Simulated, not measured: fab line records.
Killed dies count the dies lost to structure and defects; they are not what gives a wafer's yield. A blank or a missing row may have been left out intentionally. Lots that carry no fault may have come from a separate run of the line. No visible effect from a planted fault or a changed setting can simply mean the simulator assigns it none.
Which of the tools did it? :: flow nand_harc :: 72 wafers from 24 lots sampled at 6 of the route's 1302 steps

== WHAT EACH GAUGE READ, for each wafer ==
NHARC_A_M0_THK_MEAS_24: measures by xrf.
lot: L074
measured: day 23 06:10
on: film_metro-02
thk_nm (nm): 113.8 111.8 109.9

lot: L075
measured: day 23 20:08
on: film_metro-01
thk_nm (nm): 114.5 113.2 114.2

lot: L076
measured: day 24 02:34
on: film_metro-01
thk_nm (nm): 113.3 116.5 111.6

lot: L078
measured: day 24 08:09
on: film_metro-02
thk_nm (nm): 116.1 113.7 114.3

lot: L077
measured: day 24 08:56
on: film_metro-02
thk_nm (nm): 115.7 111.8 108.6

lot: L079
measured: day 24 14:16
on: film_metro-01
thk_nm (nm): 111.7 113.1 110.6

lot: L080
measured: day 25 07:09
on: film_metro-02
thk_nm (nm): 114.0 114.3 113.7

lot: L081
measured: day 25 10:01
on: film_metro-02
thk_nm (nm): 115.7 117.0 114.8

lot: L082
measured: day 26 07:21
on: film_metro-01
thk_nm (nm): 114.7 113.3 112.6

lot: L083
measured: day 27 05:58
on: film_metro-02
thk_nm (nm): 113.7 114.9 115.7

lot: L084
measured: day 27 11:34
on: film_metro-01
thk_nm (nm): 114.4 114.6 114.9

lot: L085
measured: day 27 12:53
on: film_metro-02
thk_nm (nm): 114.4 112.8 117.5

lot: L086
measured: day 28 11:58
on: film_metro-02
thk_nm (nm): 113.8 113.3 113.1

lot: L087
measured: day 28 15:15
on: film_metro-01
thk_nm (nm): 113.9 116.4 114.2

lot: L088
measured: day 28 20:46
on: film_metro-02
thk_nm (nm): 110.5 111.4 113.1

lot: L089
measured: day 29 03:02
on: film_metro-01
thk_nm (nm): 112.1 113.3 113.1

lot: L090
measured: day 29 04:42
on: film_metro-02
thk_nm (nm): 114.6 112.6 110.6

lot: L091
measured: day 29 21:25
on: film_metro-01
thk_nm (nm): 116.6 115.4 113.2

lot: L092
measured: day 29 22:56
on: film_metro-01
thk_nm (nm): 114.2 115.3 115.4

lot: L093
measured: day 30 12:55
on: film_metro-02
thk_nm (nm): 114.7 112.8 115.9

lot: L095
measured: day 31 03:52
on: film_metro-02
thk_nm (nm): 115.4 116.5 116.7

lot: L096
measured: day 31 05:23
on: film_metro-02
thk_nm (nm): 115.2 112.1 114.3

lot: L094
measured: day 31 17:52
on: film_metro-02
thk_nm (nm): 111.1 113.9 114.2

lot: L097
measured: day 32 06:22
on: film_metro-02
thk_nm (nm): 114.1 113.6 112.7

NHARC_A_M1_CD_MEAS_16.
lot: L074
measured: day 23 08:13
on: cd_sem-02
cd_nm (nm): 120.8 119.7 119.8

lot: L075
measured: day 23 22:02
on: cd_sem-02
cd_nm (nm): 119.8 121.6 120.0

lot: L076
measured: day 24 04:36
on: cd_sem-02
cd_nm (nm): 121.0 119.7 120.0

lot: L078
measured: day 24 10:11
on: cd_sem-01
cd_nm (nm): 121.9 121.2 120.7

lot: L077
measured: day 24 10:52
on: cd_sem-03
cd_nm (nm): 119.7 119.2 119.4

lot: L079
measured: day 24 16:19
on: cd_sem-02
cd_nm (nm): 120.6 120.5 121.3

lot: L080
measured: day 25 09:04
on: cd_sem-03
cd_nm (nm): 120.0 120.7 119.6

lot: L081
measured: day 25 12:04
on: cd_sem-02
cd_nm (nm): 121.3 119.7 119.4

lot: L082
measured: day 26 09:22
on: cd_sem-01
cd_nm (nm): 119.3 121.1 119.6

lot: L083
measured: day 27 07:58
on: cd_sem-02
cd_nm (nm): 119.4 121.3 120.7

lot: L084
measured: day 27 13:41
on: cd_sem-03
cd_nm (nm): 120.1 120.6 118.7

lot: L085
measured: day 27 16:03
on: cd_sem-01
cd_nm (nm): 120.7 120.0 119.3

lot: L086
measured: day 28 14:00
on: cd_sem-03
cd_nm (nm): 119.2 120.3 120.4

lot: L087
measured: day 28 17:10
on: cd_sem-01
cd_nm (nm): 120.3 120.4 121.5

lot: L088
measured: day 28 22:49
on: cd_sem-03
cd_nm (nm): 122.0 120.4 119.2

lot: L089
measured: day 29 05:03
on: cd_sem-01
cd_nm (nm): 118.7 121.0 120.5

lot: L090
measured: day 29 07:09
on: cd_sem-02
cd_nm (nm): 119.5 121.8 117.6

lot: L091
measured: day 29 23:34
on: cd_sem-03
cd_nm (nm): 120.8 119.2 119.3

lot: L092
measured: day 30 00:58
on: cd_sem-02
cd_nm (nm): 119.4 121.2 120.6

lot: L093
measured: day 30 14:58
on: cd_sem-01
cd_nm (nm): 119.5 122.4 119.3

lot: L095
measured: day 31 05:55
on: cd_sem-03
cd_nm (nm): 119.8 119.9 120.5

lot: L096
measured: day 31 07:34
on: cd_sem-01
cd_nm (nm): 119.2 121.2 119.0

lot: L094
measured: day 31 19:58
on: cd_sem-03
cd_nm (nm): 121.2 121.0 122.0

lot: L097
measured: day 32 08:30
on: cd_sem-02
cd_nm (nm): 119.0 117.9 119.0

== WHAT TOOL EACH LOT RAN ON (gives the tool, then ch and the chambers of the sampled wafers, and finally the start) ==
lot: L074
NHARC_A_CONTACT_ETCH_133: har_cap_etch-02 ch 0,1, day 22 12:38
NHARC_A_CONTACT_ETCH_91: rie_diel-12 ch 0,2, day 22 13:18
NHARC_A_CONTACT_ALD_18: ald_metal-02 ch 0,2,3, day 22 21:47
NHARC_A_M0_ANNEAL_30: rtp_anneal-01 ch 0, day 23 05:37

lot: L075
NHARC_A_CONTACT_ETCH_133: har_cap_etch-01 ch 0,1, day 22 21:50
NHARC_A_CONTACT_ETCH_91: rie_diel-12 ch 1,2,3, day 22 22:40
NHARC_A_CONTACT_ALD_18: ald_metal-01 ch 0,1,3, day 23 08:35
NHARC_A_M0_ANNEAL_30: rtp_anneal-01 ch 0, day 23 19:28

lot: L076
NHARC_A_CONTACT_ETCH_133: har_cap_etch-03 ch 0,1, day 23 08:37
NHARC_A_CONTACT_ETCH_91: rie_diel-12 ch 0,2,3, day 23 09:25
NHARC_A_CONTACT_ALD_18: ald_metal-01 ch 1,2,3, day 23 17:57
NHARC_A_M0_ANNEAL_30: rtp_anneal-01 ch 0, day 24 01:54

lot: L078
NHARC_A_CONTACT_ETCH_133: har_cap_etch-01 ch 0,1, day 23 14:44
NHARC_A_CONTACT_ETCH_91: rie_diel-12 ch 0,2, day 23 15:30
NHARC_A_CONTACT_ALD_18: ald_metal-01 ch 0,1, day 23 23:37
NHARC_A_M0_ANNEAL_30: rtp_anneal-02 ch 0, day 24 07:29

lot: L077
NHARC_A_CONTACT_ETCH_133: har_cap_etch-03 ch 0, day 23 14:49
NHARC_A_CONTACT_ETCH_91: rie_diel-12 ch 2,3, day 23 15:35
NHARC_A_CONTACT_ALD_18: ald_metal-03 ch 0,2,3, day 24 00:04
NHARC_A_M0_ANNEAL_30: rtp_anneal-01 ch 0, day 24 08:19

lot: L079
NHARC_A_CONTACT_ETCH_133: har_cap_etch-01 ch 0,1, day 23 19:35
NHARC_A_CONTACT_ETCH_91: rie_diel-06 ch 0,2,3, day 23 20:22
NHARC_A_CONTACT_ALD_18: ald_metal-03 ch 1,2,3, day 24 05:50
NHARC_A_M0_ANNEAL_30: rtp_anneal-01 ch 0, day 24 13:36

lot: L080
NHARC_A_CONTACT_ETCH_133: har_cap_etch-02 ch 0,1, day 24 13:13
NHARC_A_CONTACT_ETCH_91: rie_diel-06 ch 0,1,2, day 24 14:00
NHARC_A_CONTACT_ALD_18: ald_metal-01 ch 0,2,3, day 24 22:43
NHARC_A_M0_ANNEAL_30: rtp_anneal-01 ch 0, day 25 06:29

lot: L081
NHARC_A_CONTACT_ETCH_133: har_cap_etch-01 ch 0,1, day 24 16:28
NHARC_A_CONTACT_ETCH_91: rie_diel-12 ch 0,1,2, day 24 17:16
NHARC_A_CONTACT_ALD_18: ald_metal-02 ch 0,2,3, day 25 01:37
NHARC_A_M0_ANNEAL_30: rtp_anneal-01 ch 0, day 25 09:22

lot: L082
NHARC_A_CONTACT_ETCH_133: har_cap_etch-03 ch 0,1, day 25 11:08
NHARC_A_CONTACT_ETCH_91: rie_diel-12 ch 0,1,2, day 25 11:52
NHARC_A_CONTACT_ALD_18: ald_metal-03 ch 1,2,3, day 25 22:49
NHARC_A_M0_ANNEAL_30: rtp_anneal-02 ch 0, day 26 06:41

lot: L083
NHARC_A_CONTACT_ETCH_133: har_cap_etch-03 ch 0,1, day 26 12:35
NHARC_A_CONTACT_ETCH_91: rie_diel-03 ch 0,2,3, day 26 13:18
NHARC_A_CONTACT_ALD_18: ald_metal-01 ch 0,1,3, day 26 21:20
NHARC_A_M0_ANNEAL_30: rtp_anneal-02 ch 0, day 27 05:22

lot: L084
NHARC_A_CONTACT_ETCH_133: har_cap_etch-02 ch 0,1, day 26 14:30
NHARC_A_CONTACT_ETCH_91: rie_diel-06 ch 0,1,2, day 26 15:18
NHARC_A_CONTACT_ALD_18: ald_metal-01 ch 0,1,3, day 27 02:56
NHARC_A_M0_ANNEAL_30: rtp_anneal-02 ch 0, day 27 10:55

lot: L085
NHARC_A_CONTACT_ETCH_133: har_cap_etch-01 ch 0, day 26 17:46
NHARC_A_CONTACT_ETCH_91: rie_diel-03 ch 1,2, day 26 18:34
NHARC_A_CONTACT_ALD_18: ald_metal-03 ch 1,2,3, day 27 04:37
NHARC_A_M0_ANNEAL_30: rtp_anneal-01 ch 0, day 27 12:17

lot: L086
NHARC_A_CONTACT_ETCH_133: har_cap_etch-02 ch 0,1, day 27 17:53
NHARC_A_CONTACT_ETCH_91: rie_diel-12 ch 0,1,2, day 27 18:37
NHARC_A_CONTACT_ALD_18: ald_metal-01 ch 0,1,3, day 28 03:05
NHARC_A_M0_ANNEAL_30: rtp_anneal-02 ch 0, day 28 11:19

lot: L087
NHARC_A_CONTACT_ETCH_133: har_cap_etch-01 ch 0,1, day 27 21:56
NHARC_A_CONTACT_ETCH_91: rie_diel-03 ch 1,2,3, day 27 22:40
NHARC_A_CONTACT_ALD_18: ald_metal-02 ch 0,1,3, day 28 06:45
NHARC_A_M0_ANNEAL_30: rtp_anneal-02 ch 0, day 28 14:36

lot: L088
NHARC_A_CONTACT_ETCH_133: har_cap_etch-03 ch 0,1, day 28 01:20
NHARC_A_CONTACT_ETCH_91: rie_diel-06 ch 0,2, day 28 01:59
NHARC_A_CONTACT_ALD_18: ald_metal-01 ch 1,2,3, day 28 12:23
NHARC_A_M0_ANNEAL_30: rtp_anneal-02 ch 0, day 28 20:12

lot: L089
NHARC_A_CONTACT_ETCH_133: har_cap_etch-02 ch 0,1, day 28 04:28
NHARC_A_CONTACT_ETCH_91: rie_diel-12 ch 0,2,3, day 28 05:17
NHARC_A_CONTACT_ALD_18: ald_metal-02 ch 1,2, day 28 18:33
NHARC_A_M0_ANNEAL_30: rtp_anneal-02 ch 0, day 29 02:22

lot: L090
NHARC_A_CONTACT_ETCH_133: har_cap_etch-03 ch 0,1, day 28 11:02
NHARC_A_CONTACT_ETCH_91: rie_diel-12 ch 0,2, day 28 11:43
NHARC_A_CONTACT_ALD_18: ald_metal-01 ch 0,3, day 28 20:08
NHARC_A_M0_ANNEAL_30: rtp_anneal-01 ch 0, day 29 04:08

lot: L091
NHARC_A_CONTACT_ETCH_133: har_cap_etch-01 ch 0,1, day 29 01:43
NHARC_A_CONTACT_ETCH_91: rie_diel-03 ch 0,2,3, day 29 02:31
NHARC_A_CONTACT_ALD_18: ald_metal-01 ch 0,2, day 29 12:37
NHARC_A_M0_ANNEAL_30: rtp_anneal-01 ch 0, day 29 20:45

lot: L092
NHARC_A_CONTACT_ETCH_133: har_cap_etch-02 ch 0,1, day 29 03:55
NHARC_A_CONTACT_ETCH_91: rie_diel-03 ch 0,2, day 29 04:42
NHARC_A_CONTACT_ALD_18: ald_metal-02 ch 0,3, day 29 13:55
NHARC_A_M0_ANNEAL_30: rtp_anneal-02 ch 0, day 29 22:16

lot: L093
NHARC_A_CONTACT_ETCH_133: har_cap_etch-03 ch 0,1, day 29 16:48
NHARC_A_CONTACT_ETCH_91: rie_diel-12 ch 0,1,3, day 29 17:38
NHARC_A_CONTACT_ALD_18: ald_metal-01 ch 2,3, day 30 04:38
NHARC_A_M0_ANNEAL_30: rtp_anneal-01 ch 0, day 30 12:16

lot: L095
NHARC_A_CONTACT_ETCH_133: har_cap_etch-02 ch 1, day 30 09:26
NHARC_A_CONTACT_ETCH_91: rie_diel-06 ch 1,3, day 30 10:14
NHARC_A_CONTACT_ALD_18: ald_metal-01 ch 0,2,3, day 30 19:07
NHARC_A_M0_ANNEAL_30: rtp_anneal-02 ch 0, day 31 03:12

lot: L096
NHARC_A_CONTACT_ETCH_133: har_cap_etch-01 ch 0,1, day 30 09:56
NHARC_A_CONTACT_ETCH_91: rie_diel-06 ch 0,2,3, day 30 10:43
NHARC_A_CONTACT_ALD_18: ald_metal-02 ch 0,1,3, day 30 20:46
NHARC_A_M0_ANNEAL_30: rtp_anneal-02 ch 0, day 31 04:43

lot: L094
NHARC_A_CONTACT_ETCH_133: har_cap_etch-03 ch 0,1, day 31 00:26
NHARC_A_CONTACT_ETCH_91: rie_diel-12 ch 0,3, day 31 01:14
NHARC_A_CONTACT_ALD_18: ald_metal-01 ch 1,2,3, day 31 09:11
NHARC_A_M0_ANNEAL_30: rtp_anneal-01 ch 0, day 31 17:13

lot: L097
NHARC_A_CONTACT_ETCH_133: har_cap_etch-03 ch 0, day 31 12:44
NHARC_A_CONTACT_ETCH_91: rie_diel-12 ch 0,1,3, day 31 13:33
NHARC_A_CONTACT_ALD_18: ald_metal-01 ch 1,2,3, day 31 21:40
NHARC_A_M0_ANNEAL_30: rtp_anneal-01 ch 0, day 32 05:42
- NHARC_A_CONTACT_ETCH_133: etches the open film in C4F8/O2/Ar, time 374 s, target depth 1610 nm.
- NHARC_A_CONTACT_ETCH_91: etches the open film in CH3F/O2, target depth 40 nm, time 85.7 s.
- NHARC_A_CONTACT_ALD_18: deposits TiN, target thk 3 nm, pulse time 1 s, ald cycles 150.
- NHARC_A_M0_ANNEAL_30: time 90 s.

== WHAT THE TOOLS THEMSELVES READ (means of the sampled wafers that have a number; where no wafer has one, the mark that the record gives instead) ==
NHARC_A_CONTACT_ETCH_91.
lot: L074
tool: rie_diel-12
drypump_motor_current_A (A): 5.4
o2_flow_sccm (sccm): 29.97
oes_product_au (a.u.): 0.94
rf_vpp_V (V): 243.1
showerhead_plenum_p_Torr (Torr): 2.32
throttle_valve_pct (%): 20.670

lot: L075
tool: rie_diel-12
drypump_motor_current_A (A): 5.8
o2_flow_sccm (sccm): 30.12
oes_product_au (a.u.): 0.93
rf_vpp_V (V): 244.1
showerhead_plenum_p_Torr (Torr): 2.42
throttle_valve_pct (%): 20.657

lot: L076
tool: rie_diel-12
drypump_motor_current_A (A): 5.5
o2_flow_sccm (sccm): 30.02
oes_product_au (a.u.): 0.91
rf_vpp_V (V): 244.1
showerhead_plenum_p_Torr (Torr): 2.40
throttle_valve_pct (%): 20.662

lot: L078
tool: rie_diel-12
drypump_motor_current_A (A): 5.2
o2_flow_sccm (sccm): 30.01
oes_product_au (a.u.): 0.92
rf_vpp_V (V): 242.7
showerhead_plenum_p_Torr (Torr): 2.34
throttle_valve_pct (%): 20.671

lot: L077
tool: rie_diel-12
drypump_motor_current_A (A): 5.8
o2_flow_sccm (sccm): 29.93
oes_product_au (a.u.): 0.93
rf_vpp_V (V): 243.2
showerhead_plenum_p_Torr (Torr): 2.38
throttle_valve_pct (%): 20.660

lot: L079
tool: rie_diel-06
drypump_motor_current_A (A): 5.5
o2_flow_sccm (sccm): 30.01
oes_product_au (a.u.): 0.99
rf_vpp_V (V): 246.9
showerhead_plenum_p_Torr (Torr): 2.62
throttle_valve_pct (%): 20.668

lot: L080
tool: rie_diel-06
drypump_motor_current_A (A): 5.4
o2_flow_sccm (sccm): 29.94
oes_product_au (a.u.): 0.99
rf_vpp_V (V): 245.9
showerhead_plenum_p_Torr (Torr): 2.53
throttle_valve_pct (%): 20.676

lot: L081
tool: rie_diel-12
drypump_motor_current_A (A): 5.5
o2_flow_sccm (sccm): 30.03
oes_product_au (a.u.): 0.93
rf_vpp_V (V): 242.8
showerhead_plenum_p_Torr (Torr): 2.36
throttle_valve_pct (%): 20.665

lot: L082
tool: rie_diel-12
drypump_motor_current_A (A): 5.5
o2_flow_sccm (sccm): 30.01
oes_product_au (a.u.): 0.98
rf_vpp_V (V): 243.4
showerhead_plenum_p_Torr (Torr): 2.36
throttle_valve_pct (%): 20.658

lot: L083
tool: rie_diel-03
drypump_motor_current_A (A): 6.0
o2_flow_sccm (sccm): 30.00
oes_product_au (a.u.): 0.92
rf_vpp_V (V): 242.3
showerhead_plenum_p_Torr (Torr): 2.39
throttle_valve_pct (%): 20.664

lot: L084
tool: rie_diel-06
drypump_motor_current_A (A): 5.4
o2_flow_sccm (sccm): 29.94
oes_product_au (a.u.): 0.93
rf_vpp_V (V): 245.6
showerhead_plenum_p_Torr (Torr): 2.53
throttle_valve_pct (%): 20.672

lot: L085
tool: rie_diel-03
drypump_motor_current_A (A): 5.9
o2_flow_sccm (sccm): 29.96
oes_product_au (a.u.): 0.91
rf_vpp_V (V): 244.9
showerhead_plenum_p_Torr (Torr): 2.48
throttle_valve_pct (%): 20.663

lot: L086
tool: rie_diel-12
drypump_motor_current_A (A): 5.5
o2_flow_sccm (sccm): 30.06
oes_product_au (a.u.): 0.94
rf_vpp_V (V): 242.8
showerhead_plenum_p_Torr (Torr): 2.36
throttle_valve_pct (%): 20.677

lot: L087
tool: rie_diel-03
drypump_motor_current_A (A): 5.8
o2_flow_sccm (sccm): 29.95
oes_product_au (a.u.): 0.98
rf_vpp_V (V): 243.8
showerhead_plenum_p_Torr (Torr): 2.44
throttle_valve_pct (%): 20.653

lot: L088
tool: rie_diel-06
drypump_motor_current_A (A): 5.5
o2_flow_sccm (sccm): 30.04
oes_product_au (a.u.): 0.91
rf_vpp_V (V): 245.6
showerhead_plenum_p_Torr (Torr): 2.60
throttle_valve_pct (%): 20.650

lot: L089
tool: rie_diel-12
drypump_motor_current_A (A): 5.5
o2_flow_sccm (sccm): 29.94
oes_product_au (a.u.): 1.00
rf_vpp_V (V): 243.3
showerhead_plenum_p_Torr (Torr): 2.39
throttle_valve_pct (%): 20.660

lot: L090
tool: rie_diel-12
drypump_motor_current_A (A): 5.4
o2_flow_sccm (sccm): 30.09
oes_product_au (a.u.): 0.95
rf_vpp_V (V): 242.3
showerhead_plenum_p_Torr (Torr): 2.31
throttle_valve_pct (%): 20.658

lot: L091
tool: rie_diel-03
drypump_motor_current_A (A): 6.0
o2_flow_sccm (sccm): 30.10
oes_product_au (a.u.): 1.00
rf_vpp_V (V): 243.0
showerhead_plenum_p_Torr (Torr): 2.38
throttle_valve_pct (%): 20.656

lot: L092
tool: rie_diel-03
drypump_motor_current_A (A): 6.0
o2_flow_sccm (sccm): 29.87
oes_product_au (a.u.): 1.00
rf_vpp_V (V): 243.5
showerhead_plenum_p_Torr (Torr): 2.42
throttle_valve_pct (%): 20.665

lot: L093
tool: rie_diel-12
drypump_motor_current_A (A): 5.6
o2_flow_sccm (sccm): 30.02
oes_product_au (a.u.): 0.92
rf_vpp_V (V): 244.1
showerhead_plenum_p_Torr (Torr): 2.43
throttle_valve_pct (%): 20.656

lot: L095
tool: rie_diel-06
drypump_motor_current_A (A): 5.1
o2_flow_sccm (sccm): 30.02
oes_product_au (a.u.): 1.01
rf_vpp_V (V): 244.2
showerhead_plenum_p_Torr (Torr): 2.43
throttle_valve_pct (%): 20.654

lot: L096
tool: rie_diel-06
drypump_motor_current_A (A): 5.5
o2_flow_sccm (sccm): 30.07
oes_product_au (a.u.): 1.01
rf_vpp_V (V): 246.5
showerhead_plenum_p_Torr (Torr): 2.60
throttle_valve_pct (%): 20.667

lot: L094
tool: rie_diel-12
drypump_motor_current_A (A): 5.6
o2_flow_sccm (sccm): 30.00
oes_product_au (a.u.): 0.93
rf_vpp_V (V): 244.6
showerhead_plenum_p_Torr (Torr): 2.47
throttle_valve_pct (%): 20.662

lot: L097
tool: rie_diel-12
drypump_motor_current_A (A): 5.6
o2_flow_sccm (sccm): 30.03
oes_product_au (a.u.): 0.94
rf_vpp_V (V): 244.2
showerhead_plenum_p_Torr (Torr): 2.43
throttle_valve_pct (%): 20.650

NHARC_A_CONTACT_ALD_18.
lot: L074
tool: ald_metal-02
heater_power_w (W): 1055
precursor_pulse_height_rel: 1.000

lot: L075
tool: ald_metal-01
heater_power_w (W): 1123
precursor_pulse_height_rel: 0.984

lot: L076
tool: ald_metal-01
heater_power_w (W): 1001
precursor_pulse_height_rel: 0.990

lot: L078
tool: ald_metal-01
heater_power_w (W): 1099
precursor_pulse_height_rel: 1.011

lot: L077
tool: ald_metal-03
heater_power_w (W): 1050
precursor_pulse_height_rel: 0.979

lot: L079
tool: ald_metal-03
heater_power_w (W): 1022
precursor_pulse_height_rel: 0.999

lot: L080
tool: ald_metal-01
heater_power_w (W): 1137
precursor_pulse_height_rel: 0.962

lot: L081
tool: ald_metal-02
heater_power_w (W): 1062
precursor_pulse_height_rel: 0.997

lot: L082
tool: ald_metal-03
heater_power_w (W): 1045
precursor_pulse_height_rel: 0.996

lot: L083
tool: ald_metal-01
heater_power_w (W): 1126
precursor_pulse_height_rel: 1.005

lot: L084
tool: ald_metal-01
heater_power_w (W): 1125
precursor_pulse_height_rel: 1.018

lot: L085
tool: ald_metal-03
heater_power_w (W): 1038
precursor_pulse_height_rel: 0.995

lot: L086
tool: ald_metal-01
heater_power_w (W): 1143
precursor_pulse_height_rel: 0.998

lot: L087
tool: ald_metal-02
heater_power_w (W): 1003
precursor_pulse_height_rel: 0.996

lot: L088
tool: ald_metal-01
heater_power_w (W): 1002
precursor_pulse_height_rel: 1.008

lot: L089
tool: ald_metal-02
heater_power_w (W): 1247
precursor_pulse_height_rel: 1.018

lot: L090
tool: ald_metal-01
heater_power_w (W): 1175
precursor_pulse_height_rel: 0.994

lot: L091
tool: ald_metal-01
heater_power_w (W): 1222
precursor_pulse_height_rel: 1.016

lot: L092
tool: ald_metal-02
heater_power_w (W): 990
precursor_pulse_height_rel: 0.987

lot: L093
tool: ald_metal-01
heater_power_w (W): 1025
precursor_pulse_height_rel: 0.988

lot: L095
tool: ald_metal-01
heater_power_w (W): 1149
precursor_pulse_height_rel: 0.999

lot: L096
tool: ald_metal-02
heater_power_w (W): 1016
precursor_pulse_height_rel: 0.994

lot: L094
tool: ald_metal-01
heater_power_w (W): 1033
precursor_pulse_height_rel: 0.989

lot: L097
tool: ald_metal-01
heater_power_w (W): 1018
precursor_pulse_height_rel: 0.991

NHARC_A_M0_ANNEAL_30.
lot: L074
tool: rtp_anneal-01
wafer_temp_C_max: 226.4

lot: L075
tool: rtp_anneal-01
wafer_temp_C_max: 226.5

lot: L076
tool: rtp_anneal-01
wafer_temp_C_max: 226.4

lot: L078
tool: rtp_anneal-02
wafer_temp_C_max: 225.7

lot: L077
tool: rtp_anneal-01
wafer_temp_C_max: 226.2

lot: L079
tool: rtp_anneal-01
wafer_temp_C_max: 226.4

lot: L080
tool: rtp_anneal-01
wafer_temp_C_max: 226.1

lot: L081
tool: rtp_anneal-01
wafer_temp_C_max: 226.4

lot: L082
tool: rtp_anneal-02
wafer_temp_C_max: 225.5

lot: L083
tool: rtp_anneal-02
wafer_temp_C_max: 225.6

lot: L084
tool: rtp_anneal-02
wafer_temp_C_max: 225.7

lot: L085
tool: rtp_anneal-01
wafer_temp_C_max: 226.3

lot: L086
tool: rtp_anneal-02
wafer_temp_C_max: 225.5

lot: L087
tool: rtp_anneal-02
wafer_temp_C_max: 225.5

lot: L088
tool: rtp_anneal-02
wafer_temp_C_max: 225.9

lot: L089
tool: rtp_anneal-02
wafer_temp_C_max: 225.6

lot: L090
tool: rtp_anneal-01
wafer_temp_C_max: 226.5

lot: L091
tool: rtp_anneal-01
wafer_temp_C_max: 226.5

lot: L092
tool: rtp_anneal-02
wafer_temp_C_max: 225.8

lot: L093
tool: rtp_anneal-01
wafer_temp_C_max: 226.5

lot: L095
tool: rtp_anneal-02
wafer_temp_C_max: 225.8

lot: L096
tool: rtp_anneal-02
wafer_temp_C_max: 225.4

lot: L094
tool: rtp_anneal-01
wafer_temp_C_max: 226.3

lot: L097
tool: rtp_anneal-01
wafer_temp_C_max: 226.7

== THE ANSWER, worked out from the rows above alone ==
Rule: the lots themselves supply what counts as usual. The widest of any qualifying gaps counts: lots, ordered by their means at a reading, are off when they make up no more than a third of the lots, leave a main group of 4 or more, and stand apart from it by 3 or more times the standard deviation of that group's means. If all means in a main group match to the digits the tables above print for the reading, that group is not used. A lot without any number at a reading at which 4 lots or more have one is off too. The other lots that the step has rows for count as sound. First the gauges in route order, then the tools' own readings, where a lot's mean is used as printed above. The first step at which some lot is off is used, and at that step the reading that is off furthest; a lot without a number counts as furthest.
None of the lots is off at any reading shown; this tells nothing.

== WHAT WAS PUT IN BY THE SIMULATOR ==
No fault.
